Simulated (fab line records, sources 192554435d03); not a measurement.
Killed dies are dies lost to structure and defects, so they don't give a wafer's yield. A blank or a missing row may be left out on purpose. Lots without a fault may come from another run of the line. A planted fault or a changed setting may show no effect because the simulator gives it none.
Split-lot experiment | flow n5_finfet | 7 lots, 21 wafers read, on a route of 1938 steps

THE SPLIT
At N5_BEOL_M8_DEP_56 (deposits SiCN from 3MS/NH3, target thk 10 nm, time 17.5 s), the setting time_s was moved away from the recipe's 17.5 s on 9 of the 21 wafers read, by -7.0% to +13.4%. The other wafers ran this setting at the recipe's value.

The reading is taken at the split's own step.

THE READING
SiCN_of_BEOL_M8_DEP_56.thk_nm (the simulator's own value, which no gauge read), in nm, at N5_BEOL_M8_DEP_56 (deposits SiCN from 3MS/NH3, target thk 10 nm, time 17.5 s). The file gives no usual value for it. The 12 wafers here that ran the recipe average 9.9 nm, standard deviation 0.17 nm.

wafer  | tool, chamber at the split | time_s as run, s | against the recipe | SiCN_of_BEOL_M8_DEP_56.thk_nm, nm | against lot-mates on the recipe
L079.2 | pecvd-01, 0,2,2            | 17.5             | recipe             | 9.8                               | -
L079.3 | pecvd-01, 0,2,2            | 17.5             | recipe             | 9.8                               | -
L079.4 | pecvd-01, 0,2,2            | 17.5             | recipe             | 9.8                               | -
L081.3 | pecvd-02, 2                | 19.5             | +11.4%             | 10.8                              | +0.6
L081.5 | pecvd-02, 2                | 17.5             | recipe             | 10.2                              | -
L081.6 | pecvd-02, 1                | 19.5             | +11.4%             | 11.4                              | +1.2
L085.1 | pecvd-02, 2                | 19.85            | +13.4%             | 11.2                              | no lot-mate on the recipe
L085.4 | pecvd-02, 2,0              | 19.85            | +13.4%             | 11.4                              | no lot-mate on the recipe
L085.6 | pecvd-02, 2,0              | 19.85            | +13.4%             | 11.4                              | no lot-mate on the recipe
L088.2 | pecvd-01, 2                | 17.5             | recipe             | 9.6                               | -
L088.3 | pecvd-01, 0,2              | 17.5             | recipe             | 9.8                               | -
L088.4 | pecvd-01, 0,2              | 17.5             | recipe             | 9.8                               | -
L089.2 | pecvd-01, 2                | 17.5             | recipe             | 10                                | -
L089.5 | pecvd-01, 1                | 16.27            | -7.0%              | 9.4                               | -0.6
L089.6 | pecvd-01, 0                | 16.27            | -7.0%              | 9.2                               | -0.8
L094.2 | pecvd-02, 1                | 16.52            | -5.6%              | 9.2                               | -0.9
L094.3 | pecvd-02, 0                | 17.5             | recipe             | 10                                | -
L094.4 | pecvd-02, 0                | 17.5             | recipe             | 10.2                              | -
L096.1 | pecvd-01, 1                | 17.5             | recipe             | 9.8                               | -
L096.2 | pecvd-01, 0                | 19.1             | +9.1%              | 10.6                              | +0.7
L096.4 | pecvd-01, 1                | 17.5             | recipe             | 10                                | -
Where a row lists several chambers, the file gives one row for several wafers and doesn't say which wafer went through which chamber.

THE FIT
A straight line over all 21 wafers: SiCN_of_BEOL_M8_DEP_56.thk_nm changes by +0.102 nm for each +1% of time_s; r = +0.96; the points scatter about the line by 0.19 nm.
The same after taking each lot's own level away (the mean of its wafers on the recipe; 18 wafers): +0.0894 nm for each +1%; r = +0.95; scatter 0.16 nm.
On that fit, the largest move of time_s shifts the reading by 1.2 nm.
The lots' own levels span 9.73 to 10.20 nm, that is 2.7 times the standard deviation above.
So the lot-to-lot level changes the slope: the two fits differ.
Check: with one of the wafers moved furthest among these (+11.4%) left out of the fit, the line predicts +1.13 nm for it against its lot-mates. It came out at +0.6 nm against them.

OTHER SPLITS ON THESE WAFERS
These wafers also went through other splits before the reading. Each is held against what the fit with the lots' levels taken away leaves over:
other split on the same wafers   | wafers away from the commonest value | r with SiCN_of_BEOL_M8_DEP_56.thk_nm (lot level and that fit taken away)
N5_BEOL_M4_DESCUM_16 time_s      | 4                                    | +0.14
N5_BEOL_M4_VIA_ETCH_34 source_w  | 6                                    | -0.09
N5_BEOL_M5_COAT_71 spin_rpm      | 10                                   | -0.06
N5_BEOL_M6_ETCH_66 bias_w        | 8                                    | +0.21
N5_BEOL_M6_TRENCH_ETCH_37 time_s | 4                                    | -0.26

THE FILE'S OWN FIT
SiCN_of_BEOL_M8_DEP_56.thk_nm changes by +0.0903 nm for each +1% of time_s, r = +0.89.
